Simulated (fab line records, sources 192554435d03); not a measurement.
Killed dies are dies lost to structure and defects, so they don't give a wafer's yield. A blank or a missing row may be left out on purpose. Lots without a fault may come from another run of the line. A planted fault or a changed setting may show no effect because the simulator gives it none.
Which tool did it? | flow n5_finfet | 24 lots, 72 wafers sampled, at 3 steps of a route of 1938

WHAT THE GAUGES READ, wafer by wafer
N5_STI_FIN_REVEAL_THK_MEAS_05.
lot  | measured    | on            | thk_nm (nm)
L074 | day 2 12:46 | film_metro-01 | 130.2 131.1 130.6
L075 | day 2 17:28 | film_metro-01 | 130.7 131.4 132.7
L076 | day 2 22:36 | film_metro-02 | 133.1 132.0 131.7
L077 | day 3 04:28 | film_metro-01 | 132.1 131.6 131.8
L078 | day 3 10:41 | film_metro-02 | 130.9 131.2 130.0
L079 | day 3 16:37 | film_metro-02 | 130.3 128.8 131.7
L080 | day 3 22:10 | film_metro-02 | 132.7 132.3 130.3
L081 | day 4 04:37 | film_metro-02 | 130.3 131.6 131.1
L082 | day 4 11:30 | film_metro-01 | 132.7 133.6 133.4
L083 | day 4 17:02 | film_metro-01 | 132.2 131.5 133.1
L084 | day 4 22:35 | film_metro-02 | 131.9 131.5 131.7
L085 | day 5 03:56 | film_metro-01 | 130.8 130.2 130.6
L086 | day 5 10:33 | film_metro-02 | 131.0 131.2 133.1
L087 | day 5 14:22 | film_metro-02 | 131.7 131.2 131.1
L088 | day 5 21:18 | film_metro-02 | 132.5 133.0 133.3
L089 | day 6 04:20 | film_metro-01 | 131.8 132.4 131.2
L090 | day 6 09:55 | film_metro-02 | 131.8 132.0 131.5
L091 | day 6 16:16 | film_metro-01 | 133.1 133.0 133.2
L092 | day 6 23:35 | film_metro-02 | 131.7 131.0 132.2
L093 | day 7 04:24 | film_metro-02 | 131.5 132.1 132.7
L094 | day 7 09:58 | film_metro-01 | 132.2 131.1 131.3
L095 | day 7 15:35 | film_metro-01 | 132.1 132.0 131.4
L096 | day 7 21:10 | film_metro-01 | 130.4 131.7 131.1
L097 | day 8 03:11 | film_metro-02 | 134.1 132.3 132.2

N5_DUMMY_GATE_THK_MEAS_05.
lot  | measured    | on            | thk_nm (nm)
L074 | day 2 23:10 | film_metro-01 | 73.9 73.9 74.3
L075 | day 3 01:37 | film_metro-01 | 71.6 72.2 71.4
L076 | day 3 07:06 | film_metro-01 | 71.9 71.1 71.9
L077 | day 3 12:19 | film_metro-02 | 72.8 71.4 72.1
L078 | day 3 19:10 | film_metro-02 | 74.1 72.8 71.2
L079 | day 4 00:32 | film_metro-02 | 72.4 72.1 72.1
L080 | day 4 06:40 | film_metro-02 | 70.9 71.4 70.4
L081 | day 4 12:10 | film_metro-02 | 72.8 72.7 73.5
L082 | day 4 19:17 | film_metro-01 | 72.8 72.3 72.5
L083 | day 5 01:19 | film_metro-02 | 71.7 72.6 71.5
L084 | day 5 06:11 | film_metro-01 | 71.3 73.2 71.5
L085 | day 5 11:33 | film_metro-01 | 74.4 73.3 73.4
L086 | day 5 19:28 | film_metro-01 | 70.7 70.9 71.3
L087 | day 5 22:14 | film_metro-02 | 72.8 73.4 73.0
L088 | day 6 09:41 | film_metro-02 | 71.0 71.0 72.5
L089 | day 6 13:20 | film_metro-02 | 71.2 72.0 74.0
L090 | day 6 17:38 | film_metro-02 | 72.3 71.5 71.7
L091 | day 7 00:11 | film_metro-02 | 71.4 71.3 71.9
L092 | day 7 09:10 | film_metro-01 | 72.3 72.4 72.0
L093 | day 7 12:06 | film_metro-01 | 70.0 72.7 71.5
L094 | day 7 19:02 | film_metro-01 | 69.2 70.5 70.4
L095 | day 7 23:33 | film_metro-02 | 72.0 71.8 71.1
L096 | day 8 06:53 | film_metro-02 | 72.3 72.9 72.7
L097 | day 8 10:45 | film_metro-01 | 72.1 73.2 71.4

N5_DUMMY_GATE_OVL_MEAS_16.
lot  | measured    | on         | GATE_OVL (nm)
L074 | day 3 03:31 | overlay-02 | 0.2 0.9 -0.3
L075 | day 3 06:04 | overlay-01 | -2.0 -1.2 -1.0
L076 | day 3 11:34 | overlay-01 | -0.4 0.3 -1.2
L077 | day 3 16:47 | overlay-01 | -0.5 -0.7 -1.0
L078 | day 3 23:40 | overlay-01 | 1.5 -0.1 0.7
L079 | day 4 04:59 | overlay-02 | -0.1 -0.3 0.5
L080 | day 4 11:01 | overlay-02 | -0.2 -0.6 -1.0
L081 | day 4 16:38 | overlay-02 | -1.1 -1.4 0.7
L082 | day 4 23:37 | overlay-01 | 0.2 -0.3 0.4
L083 | day 5 05:39 | overlay-01 | 0.2 -1.4 0.0
L084 | day 5 10:38 | overlay-02 | 0.1 0.4 0.6
L085 | day 5 16:03 | overlay-02 | 0.1 -0.5 2.1
L086 | day 6 02:20 | overlay-02 | -0.1 -2.0 -1.7
L087 | day 6 06:14 | overlay-02 | -0.2 -1.0 0.3
L088 | day 6 14:10 | overlay-02 | -0.3 0.0 -0.1
L089 | day 6 17:40 | overlay-01 | -1.0 0.0 -0.4
L090 | day 6 22:05 | overlay-01 | -0.4 -0.1 -0.3
L091 | day 7 04:38 | overlay-01 | -0.3 -0.2 0.3
L092 | day 7 15:28 | overlay-02 | -0.5 -0.1 0.5
L093 | day 7 18:23 | overlay-02 | -0.8 -0.3 -1.2
L094 | day 8 01:26 | overlay-01 | 0.4 -0.4 -1.1
L095 | day 8 04:01 | overlay-02 | -0.5 0.2 -0.7
L096 | day 8 13:10 | overlay-01 | -0.6 -0.8 -0.1
L097 | day 8 15:07 | overlay-02 | -0.7 0.0 -0.5

WHICH TOOL RAN EACH LOT (tool, then ch and the chambers of the sampled wafers, then the start)
The record holds no process step before these readings.

WHAT THE TOOLS THEMSELVES READ (means of the sampled wafers that have a number; where no wafer has one, the mark that the record gives instead)
The record holds no such reading with a usual standard deviation.

THE ANSWER, worked out from the rows above alone
Rule: what is usual is taken from the lots themselves. Put in order of their means at a reading, lots are off if they are a third of the lots or fewer, leave a main group of 4 or more, and stand apart from it by a gap of 3 or more times the standard deviation of the main group's means; of several such gaps the widest counts. A main group whose means are all the same, to the digits that the tables above print for the reading, isn't used. A lot without any number at a reading at which 4 lots or more have one is off too. The other lots that the step has rows for count as sound. The gauges are gone through in route order, then the tools' own readings, and for those a lot's mean is taken as printed above. The first step at which some lot is off is used, and at that step the reading that is off furthest; a lot without a number counts as furthest.
No lot is off at any reading shown: from this, nothing can be told.

WHAT THE SIMULATOR HAD PUT IN
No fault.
